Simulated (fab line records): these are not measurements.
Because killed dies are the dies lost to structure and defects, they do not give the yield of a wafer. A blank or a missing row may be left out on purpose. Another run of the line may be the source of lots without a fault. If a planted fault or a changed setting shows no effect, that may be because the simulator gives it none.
2 desks looking at one fault | flow n5Finfet | numbers are kept per desk, each desk with only its own; the story behind them comes last

== AT THE METROLOGY DESK ==
What the gauges read for every lot (on any tool): the sampled wafers with a number, averaged. A lot is out of limits, marked OUT, if its mean lies more than 4 standard deviations from the usual mean; the brackets give that distance.
Columns: A = M7_THK at N5_BEOL_M7_THK_MEAS_53, usual 79.4 nm; B = M7_RS at N5_BEOL_M7_RS_MEAS_57, usual 0.284 ohm/sq
lot  | first seen here | A    | B
L527 | day 9 23:13     | 79.3 | 0.284
L529 | day 10 06:38    | 77.9 | 0.288
L539 | day 12 12:46    | 77.9 | 0.289
L541 | day 12 23:59    | 80.2 | 0.283
L540 | day 13 11:52    | 80.2 | 0.279
L545 | day 13 18:10    | 78.2 | 0.289
L548 | day 14 20:34    | 80.2 | 0.281
This desk's verdict: no lot among the 7 shows anything out of limits.

== DESK OF THE TOOL OWNER: pecvd-04 ==
The tool's own readings at N5_BEOL_M7_DEP_56 (deposits SiCN from 3MS/NH3, target thk 10 nm, time 17.5 s): means of the sampled wafers that have a number, for each lot that ran on this tool. A lot is out of limits, marked OUT, if its mean lies more than 4 standard deviations from the usual mean; the brackets give that distance.
Columns: A = showerheadPlenumPTorr at N5_BEOL_M7_DEP_56, usual 3.670 Torr; B = throttleValvePct at N5_BEOL_M7_DEP_56, usual 9.0 %
lot  | first seen here | A     | B
L529 | day 10 06:42    | 3.676 | 9.1
L539 | day 12 12:49    | 3.678 | 9.2
L541 | day 13 00:04    | 3.678 | 9.2
L540 | day 13 11:57    | 3.668 | 8.9
This desk's verdict: no lot among the 4 shows anything out of limits.

== ALL TOGETHER ==
Metrology desk: nothing out of limits seen.
Nothing out of limits was seen by the tool owner's desk.

== WHAT HAD BEEN PUT IN BY THE SIMULATOR ==
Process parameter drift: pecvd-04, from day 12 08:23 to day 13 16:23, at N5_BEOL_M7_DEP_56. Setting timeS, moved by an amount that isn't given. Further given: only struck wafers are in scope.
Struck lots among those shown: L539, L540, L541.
